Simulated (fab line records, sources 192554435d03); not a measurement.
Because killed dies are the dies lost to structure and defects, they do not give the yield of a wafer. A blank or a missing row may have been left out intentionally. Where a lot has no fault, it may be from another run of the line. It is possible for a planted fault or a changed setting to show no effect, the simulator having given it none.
fab line records -- flow n5-finfet
record lots=7, wafers=39
route steps=1938 shown FIN_CUT@169 DUMMY_GATE@228
start-h: hours from the record's first day to the start of the lot's first wafer shown -- wait-h: how many hours have passed since the lot's step before this one -- " as in the row above -- L1.1+2: a row that stands for several wafers -- - no value, or no start was given -- * or withheld: withheld -- < > ~ a bound
route shown NAME@n: NAME is a module with steps in the file, n the number in the route of the first one -- usual: average and standard deviation across the fault-free wafers -- same: alike in all rows -- chamber/n: place in a boat -- sites: per-site readings -- _std_site: standard deviation of those values -- _edge_site: outer sites' mean less inner sites' -- radius-mm: how far each site lies from the wafer's centre -- mask NAME#n: copy n -- behind: the last tool/chamber to shape the wafer -- hold: what put the lot on hold/how long, in hours/how the hold closed -- device: the transistor (n, p or np) that didn't switch -- end of line: the route-end tests of the same wafers -- where a step has no rows: the recipe by itself -- killed: at the first sort, the dies lost to defects and structure; wafer yield is something else -- map: a wafer's dies, x killed, . not, _ none there
set.NAME: the setting that was run; set.NAME@STEP: the one run at that earlier step -- model.NAME: the simulator's own value behind a step, which no gauge read
lots with deliberately changed settings; one table per step, one row per wafer
## steps
# step N5_FIN_CUT_ETCH_21
# recipe chemistry=N2/H2, target=SOC, target-depth-a=2190, overetch-a=438, mask-material=SiARC, temp-c=40, ion-energy-ev=100, bias-w=61, time-s=523.5, pressure-mtorr=30, source-w=850, n2-flow-sccm=200, h2-flow-sccm=200
lot.wafer,tool,chamber,start-h,wait-h,set.time-s,model.SiARC_of_FIN_CUT_COAT_19.thk-nm
L082.1+3+5,rie-diel-01,"0,1,1",75.97,0.0,523.5,12
L082.2+4,rie-diel-01,"3,2",75.97,0.0,523.5,11.6
L082.6,rie-diel-01,2,75.97,0.0,523.5,11.8
L088.1+3,rie-diel-01,"2,3",114.23,0.0,523.5,11.8
L088.2,rie-diel-01,1,114.23,0.0,597.6,11
L088.4,rie-diel-01,0,114.23,0.0,597.6,10.8
L088.5,rie-diel-01,2,114.23,0.0,597.6,10.6
L088.6,rie-diel-01,1,114.23,0.0,523.5,12
L090.3,rie-diel-01,2,124.43,0.0,523.5,12
L090.5+6,rie-diel-01,"2,3",124.43,0.0,523.5,11.8
L091.1+2,rie-diel-02,"2,3",131.09,0.0,437.2,13
L091.3,rie-diel-02,0,131.09,0.0,523.5,11.8
L091.4,rie-diel-02,1,131.09,0.0,437.2,13.4
L091.5,rie-diel-02,1,131.09,0.0,523.5,12.2
L091.6,rie-diel-02,2,131.09,0.0,523.5,11.6
L094.1+2+4,rie-diel-01,"1,0,2",147.56,0.0,523.5,11.8
L094.3+5,rie-diel-01,"3,2",147.56,0.0,568.6,11
L094.6,rie-diel-01,1,147.56,0.0,568.6,11.2
L095.1,rie-diel-01,3,153.06,0.0,523.5,11.6
L095.2+4,rie-diel-01,"0,1",153.06,0.0,581.4,11
L095.3+6,rie-diel-01,"1,0",153.06,0.0,523.5,12
L095.5,rie-diel-01,3,153.06,0.0,581.4,10.8
L097.1+2,rie-diel-03,"0,2",165.58,0.0,590.5,10.6
L097.3,rie-diel-03,3,165.58,0.0,590.5,11
L097.4+6,rie-diel-03,"0,2",165.58,0.0,523.5,11.6
L097.5,rie-diel-03,3,165.58,0.0,523.5,11.8
# step N5_DUMMY_GATE_EXPOSE_12
# recipe mask-id=GATE, na=0.33, source-shape=annular, sigma-inner=0.2, sigma-outer=0.6, polarization=unpolarized, target-cd-nm=25, dose-mj=34
lot.wafer,tool,chamber,start-h,wait-h,mask,set.dose-mj
L082.1+4+6,euv-scanner-01,0,96.68,-,GATE#0,34
L082.2+3+5,euv-scanner-01,0,96.68,-,GATE#0,36.34
L088.1+4+6,euv-scanner-01,0,132.81,-,GATE#0,32.91
L088.2+3+5,euv-scanner-01,0,132.81,-,GATE#0,34
L090.3+5+6,euv-scanner-01,0,143.34,-,GATE#0,34
L091.1+2+5,euv-scanner-02,0,151.35,-,GATE#0,36.07
L091.3+4+6,euv-scanner-02,0,151.35,-,GATE#0,34
L094.1+4+5,euv-scanner-02,0,169.03,-,GATE#0,32.25
L094.2+3+6,euv-scanner-02,0,169.03,-,GATE#0,34
L095.1+2+4,euv-scanner-02,0,172.37,-,GATE#0,34
L095.3+5+6,euv-scanner-02,0,172.37,-,GATE#0,35.69
L097.1+2+3+4+5+6,euv-scanner-01,0,185.66,-,GATE#0,34
# step N5_DUMMY_GATE_PEB_13
# recipe peb-temp-c=100, peb-time-s=60, resist=CAR-EUV
# step N5_DUMMY_GATE_DEVELOP_14
# recipe develop-time-s=30, developer=TMAH, resist=CAR-EUV, rinse-liquid=surfactant-rinse, dry=air-spin, dev-temp-c=23
# step N5_DUMMY_GATE_CD_MEAS_15
# recipe target-cd-nm=25.8, landing-energy-ev=500, detector=se-inlens
# usual cd-nm=25.07/0.24
lot.wafer,tool,chamber,start-h,wait-h,set.dose-mj@DUMMY_GATE_EXPOSE_12,cd-nm
L082.1,cd-sem-01,0,96.81,-,34,25.05
L082.2,cd-sem-01,0,96.81,-,36.34,23.75
L082.3,cd-sem-01,0,96.81,-,36.34,23.83
L082.4,cd-sem-01,0,96.81,-,34,24.49
L082.5,cd-sem-01,0,96.81,-,36.34,23.68
L082.6,cd-sem-01,0,96.81,-,34,25.15
L088.1,cd-sem-03,0,132.94,-,32.91,25.82
L088.2,cd-sem-03,0,132.94,-,34,24.85
L088.3,cd-sem-03,0,132.94,-,34,25.17
L088.4,cd-sem-03,0,132.94,-,32.91,25.80
L088.5,cd-sem-03,0,132.94,-,34,25.10
L088.6,cd-sem-03,0,132.94,-,32.91,25.63
L090.3,cd-sem-02,0,143.46,-,34,25.12
L090.5,cd-sem-02,0,143.46,-,34,25.25
L090.6,cd-sem-02,0,143.46,-,34,24.97
L091.1,cd-sem-03,0,151.47,-,36.07,23.38
L091.2,cd-sem-03,0,151.47,-,36.07,24.24
L091.3,cd-sem-03,0,151.47,-,34,25.12
L091.4,cd-sem-03,0,151.47,-,34,24.98
L091.5,cd-sem-03,0,151.47,-,36.07,23.88
L091.6,cd-sem-03,0,151.47,-,34,24.93
L094.1,cd-sem-02,0,169.16,-,32.25,26.29
L094.2,cd-sem-02,0,169.16,-,34,24.70
L094.3,cd-sem-02,0,169.16,-,34,24.85
L094.4,cd-sem-02,0,169.16,-,32.25,26.13
L094.5,cd-sem-02,0,169.16,-,32.25,26.27
L094.6,cd-sem-02,0,169.16,-,34,24.63
L095.1,cd-sem-02,0,172.49,-,34,24.87
L095.2,cd-sem-02,0,172.49,-,34,25.26
L095.3,cd-sem-02,0,172.49,-,35.69,24.21
L095.4,cd-sem-02,0,172.49,-,34,25.12
L095.5,cd-sem-02,0,172.49,-,35.69,24.67
L095.6,cd-sem-02,0,172.49,-,35.69,24.02
L097.1,cd-sem-02,0,185.79,-,34,25.43
L097.2,cd-sem-02,0,185.79,-,34,25.26
L097.3,cd-sem-02,0,185.79,-,34,25.09
L097.4,cd-sem-02,0,185.79,-,34,25.16
L097.5,cd-sem-02,0,185.79,-,34,24.98
L097.6,cd-sem-02,0,185.79,-,34,25.29
# step N5_DUMMY_GATE_STRIP_38
# recipe chemistry=N2/H2, temp-c=40, n2-flow-sccm=200, h2-flow-sccm=200, rf-frequency-hz=6e+07
# step N5_DUMMY_GATE_STRIP_39
# recipe chemistry=N2/H2, temp-c=40, n2-flow-sccm=200, h2-flow-sccm=200, rf-frequency-hz=6e+07
# step N5_DUMMY_GATE_TRIM_49
# recipe chemistry=O2, resist=SOC, time-s=29, target-cd-nm=14, source-power-w=300, bias-power-w=0, O2_flow_sccm=100, temp-c=20
lot.wafer,tool,chamber,start-h,wait-h,set.dose-mj@DUMMY_GATE_EXPOSE_12,model.DUMMY_GATE.cd-nm
L082.1,rie-si-01,1,97.17,0.0,34,14
L082.2,rie-si-01,3,97.17,0.0,36.34,12.6
L082.3+5,rie-si-01,"2,0",97.17,0.0,36.34,13
L082.4,rie-si-01,0,97.17,0.0,34,14.2
L082.6,rie-si-01,3,97.17,0.0,34,14.4
L088.1,rie-si-01,3,133.30,0.0,32.91,14.8
L088.2+5,rie-si-01,0,133.30,0.0,34,14.2
L088.3,rie-si-01,2,133.30,0.0,34,14
L088.4,rie-si-01,1,133.30,0.0,32.91,14.2
L088.6,rie-si-01,1,133.30,0.0,32.91,14.6
L090.3,rie-si-01,2,143.94,0.0,34,14.6
L090.5+6,rie-si-01,"2,3",143.94,0.0,34,14.4
L091.1,rie-si-03,3,151.84,0.0,36.07,13.2
L091.2,rie-si-03,2,151.84,0.0,36.07,13
L091.3+4+6,rie-si-03,"0,3,2",151.84,0.0,34,14
L091.5,rie-si-03,0,151.84,0.0,36.07,12.8
L094.1,rie-si-03,0,169.52,0.0,32.25,15.6
L094.2,rie-si-03,2,169.52,0.0,34,14.2
L094.3+6,rie-si-03,3,169.52,0.0,34,14.4
L094.4,rie-si-03,0,169.52,0.0,32.25,14.8
L094.5,rie-si-03,2,169.52,0.0,32.25,15.2
L095.1,rie-si-01,2,172.85,0.0,34,13.8
L095.2,rie-si-01,3,172.85,0.0,34,14
L095.3,rie-si-01,1,172.85,0.0,35.69,13
L095.4,rie-si-01,0,172.85,0.0,34,14.6
L095.5,rie-si-01,3,172.85,0.0,35.69,13.2
L095.6,rie-si-01,0,172.85,0.0,35.69,13.6
L097.1+2+5,rie-si-05,"1,2,2",186.26,0.0,34,14.4
L097.3,rie-si-05,3,186.26,0.0,34,13.8
L097.4,rie-si-05,0,186.26,0.0,34,14
L097.6,rie-si-05,3,186.26,0.0,34,14.2
# step N5_DUMMY_GATE_ETCH_31
# recipe chemistry=C4F6/O2, target=SiO2, mask-material=SOC, target-depth-a=825, time-s=27.5, ion-energy-ev=250, pressure-mtorr=30, source-w=345, bias-w=185, Ar_flow_sccm=300, C4F6_flow_sccm=10, O2_flow_sccm=10
lot.wafer,tool,chamber,start-h,wait-h,set.target-depth-a,model.etch.depth-nm,model.SOC_of_DUMMY_GATE_COAT_34.thk-nm
L082.1,rie-diel-02,3,97.36,0.0,874,86.02,51.4
L082.2,rie-diel-02,2,97.36,0.0,874,87.5,51.6
L082.3+4,rie-diel-02,"0,1",97.36,0.0,825,80.72,52
L082.5,rie-diel-02,3,97.36,0.0,874,86.14,51.6
L082.6,rie-diel-02,2,97.36,0.0,825,82.42,52
L088.1,rie-diel-02,2,133.49,0.0,739.5,74.57,52.6
L088.2,rie-diel-02,1,133.49,0.0,825,81.02,51.8
L088.3,rie-diel-02,3,133.49,0.0,739.5,75.87,52.2
L088.4,rie-diel-02,0,133.49,0.0,739.5,73.58,52.6
L088.5,rie-diel-02,3,133.49,0.0,825,84.93,51.6
L088.6,rie-diel-02,0,133.49,0.0,825,81.65,51.8
L090.3,rie-diel-01,2,144.14,0.0,825,82.6,52.2
L090.5,rie-diel-01,1,144.14,0.0,825,80.71,51.8
L090.6,rie-diel-01,0,144.14,0.0,825,81.9,51.6
L091.1,rie-diel-03,1,152.04,0.0,825,83.73,51.8
L091.2,rie-diel-03,2,152.04,0.0,721,73.38,52.8
L091.3,rie-diel-03,3,152.04,0.0,721,71.31,52.6
L091.4,rie-diel-03,0,152.04,0.0,825,83.38,51.6
L091.5,rie-diel-03,2,152.04,0.0,721,74.07,52.6
L091.6,rie-diel-03,3,152.04,0.0,825,82.35,51.8
L094.1,rie-diel-01,2,169.71,0.0,825,83.2,52
L094.2,rie-diel-01,1,169.71,0.0,825,81.1,51.8
L094.3,rie-diel-01,3,169.71,0.0,745.1,75.97,52.6
L094.4,rie-diel-01,0,169.71,0.0,745.1,74.41,52.6
L094.5,rie-diel-01,0,169.71,0.0,825,82.16,51.6
L094.6,rie-diel-01,3,169.71,0.0,745.1,76.16,52.6
L095.1,rie-diel-02,1,173.05,0.0,736.8,71.99,52.8
L095.2,rie-diel-02,3,173.05,0.0,825,83.89,51.6
L095.3,rie-diel-02,2,173.05,0.0,825,83.3,51.8
L095.4,rie-diel-02,0,173.05,0.0,825,81.89,52
L095.5,rie-diel-02,0,173.05,0.0,736.8,72.72,52.8
L095.6,rie-diel-02,1,173.05,0.0,736.8,72.11,52.8
L097.1,rie-diel-02,2,186.46,0.0,729.1,72.79,53.2
L097.2,rie-diel-02,1,186.46,0.0,825,80.88,52.2
L097.3,rie-diel-02,0,186.46,0.0,825,81.81,52
L097.4,rie-diel-02,3,186.46,0.0,729.1,73.72,52.8
L097.5,rie-diel-02,3,186.46,0.0,729.1,73.19,52.8
L097.6,rie-diel-02,0,186.46,0.0,825,81.17,52.2
## key
split step=N5_FIN_CUT_ETCH_21, setting=time-s, stated=523.5, by=wafer
response step=N5_FIN_CUT_ETCH_21, reading=model.SiARC_of_FIN_CUT_COAT_19.thk-nm, change=-0.0776, per=1%, r=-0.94
split step=N5_DUMMY_GATE_EXPOSE_12, setting=dose-mj, stated=34, by=wafer
response step=N5_DUMMY_GATE_CD_MEAS_15, reading=cd-nm, change=-0.198, per=1%, r=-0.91
response step=N5_DUMMY_GATE_TRIM_49, reading=model.DUMMY_GATE.cd-nm, change=-0.174, per=1%, r=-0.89
split step=N5_DUMMY_GATE_ETCH_31, setting=target-depth-a, stated=825, by=wafer
response step=N5_DUMMY_GATE_ETCH_31, reading=model.etch.depth-nm, change=+0.798, per=1%, r=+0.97
response step=N5_DUMMY_GATE_ETCH_31, reading=model.SOC_of_DUMMY_GATE_COAT_34.thk-nm, change=-0.0773, per=1%, r=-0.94
